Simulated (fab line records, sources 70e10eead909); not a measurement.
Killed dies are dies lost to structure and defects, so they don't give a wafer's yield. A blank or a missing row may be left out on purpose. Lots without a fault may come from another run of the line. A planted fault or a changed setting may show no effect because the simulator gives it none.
A struck lot beside a sound one | flow nand_harc | 14 steps out of a route of 1159
Sound: wafers L806.1, L806.2, L806.3. Struck: wafer L811.3. (L811.2, L811.4 of the same lot were not struck and are left out.) The cause comes at the end.
At each step with rows: each side's tool, then ch and its chambers, then its first start. Under that, the readings that differ: sound wafers | struck wafers | difference of the means | sigmas: that difference in standard deviations of wafers without a fault.
alike: readings whose means differ by less than 2 such deviations, and words and numbers that are the same on both sides. not compared: withheld readings, readings that some wafer has no value for, bounds like >300 that may hide the same value, and numbers for which the record gives no deviation and whose values overlap.
The two part at a step that has a row with sigmas, a row that says differs or no value, or rows on one side only. Numbers that don't overlap but have no deviation are shown without sigmas and don't part them. A reading that every wafer of one side lacks parts them only if that side has two wafers or more.

NHARC_A_WL_FILL_CVD_03: deposits W, target thk 40 nm, time 3302 s.
  sound on cvd_w-01 ch 0,1, day 17 13:00; struck on cvd_w-01 ch 0, day 17 18:43
  alike: heater_power_w, throttle_valve_pct
NHARC_A_WL_FILL_ETCHBACK_04: etches the open film in NF3, target depth 60 nm, time 120 s.
  sound on rie_metal-03 ch 0,1, day 17 16:20; struck on rie_metal-02 ch 1, day 17 22:01
  reading               | sound             | struck | difference | sigmas
  oes_product_au (a.u.) | 1.002 1.008 1.006 | 0.982  | -0.023     | -2
  alike: drypump_motor_current_A, run_length_s
  not compared: rf_hours_counter_h
then, 1 step without rows for these wafers: NHARC_A_WL_FILL_ETCHBACK_05 (etches the open film in Cl2/BCl3, target depth 22 nm, time 60 s).
NHARC_A_WL_FILL_STRIP_27: strips in N2/H2, time 20 s.
  sound on plasma_asher-01 ch 0,1, day 17 16:43; struck on plasma_asher-02 ch 1, day 17 22:25
  alike: drypump_motor_current_A, heater_power_w
  not compared: rf_hours_counter_h
then, 5 steps without rows for these wafers: NHARC_A_WL_FILL_STRIP_28 (strips in post etch residue remover, time 1200 s); NHARC_A_WL_FILL_PRECLEAN_06 (cleans in DIW, time 300 s); NHARC_A_WL_FILL_SRD_07; NHARC_A_WL_FILL_ANNEAL_08 (time 1800 s); NHARC_A_WL_FILL_ALD_10 (deposits SiO2, target thk 50 nm, pulse time 10 s, ald cycles 500).
NHARC_A_WL_FILL_ETCHBACK_16: etches the open film in C4F8/O2/Ar, target depth 88 nm, time 17.6 s.
  sound on rie_diel-08 ch 0,1,2; struck on rie_diel-04 ch 2
  reading                | sound          | struck | difference | sigmas
  oes_product_au (a.u.)  | 0.93 0.92 0.93 | 1.02   | +0.09      | +3
  rf_hours_counter_h (h) | 6.7 6.6 7.1    | 2.9    | -3.9       |
  alike: rf_vpp_V, run_length_s
NHARC_A_WL_FILL_STRIP_29: strips in O2, time 20 s.
  sound on rie_diel-08 ch 0,1,2, day 18 02:56; struck on rie_diel-04 ch 0, day 18 10:05
  reading                         | sound          | struck | difference | sigmas
  rf_hours_counter_h (h)          | 6.6 7.1 6.7    | 3.2    | -3.6       |
  showerhead_plenum_p_Torr (Torr) | 3.54 3.42 3.62 | 3.32   | -0.21      | -2
  alike: drypump_motor_current_A, oes_product_au, rf_vpp_V, throttle_valve_pct
NHARC_A_WL_FILL_ETCHBACK_17: etches the open film in Cl2/BCl3, target depth 4 nm, time 26.7 s.
  sound on rie_metal-03 ch 0,1, day 18 03:01; struck on rie_metal-03 ch 1, day 18 10:11
  reading          | sound          | struck | difference | sigmas
  run_length_s (s) | 48.1 47.5 47.9 | 39.9   | -7.9       | -17
  alike: drypump_motor_current_A, oes_product_au
  not compared: rf_hours_counter_h
then, 1 step without rows for these wafers: NHARC_A_WL_FILL_PRECLEAN_18 (cleans in dHF, time 30 s).
-- the record jumps here: 4 days lie between the struck wafers' starts before and after (it left off in module A_WL_FILL and takes up again in module END, whose first step shown is number 1159 of the route) --
NHARC_END_SORT_01:
  sound on prober-02 ch 0, day 21 22:01; struck on prober-02 ch 0, day 22 15:14
  alike: killed_at_array, killed_at_other, killed_at_periphery, killed_dies, killed_open, killed_short

WHERE THEY PART
First at NHARC_A_WL_FILL_ETCHBACK_04; last, within this record, at NHARC_A_WL_FILL_ETCHBACK_17. Later steps at which nothing parts them and some readings are alike: NHARC_END_SORT_01.

WHY: what the simulator had put in
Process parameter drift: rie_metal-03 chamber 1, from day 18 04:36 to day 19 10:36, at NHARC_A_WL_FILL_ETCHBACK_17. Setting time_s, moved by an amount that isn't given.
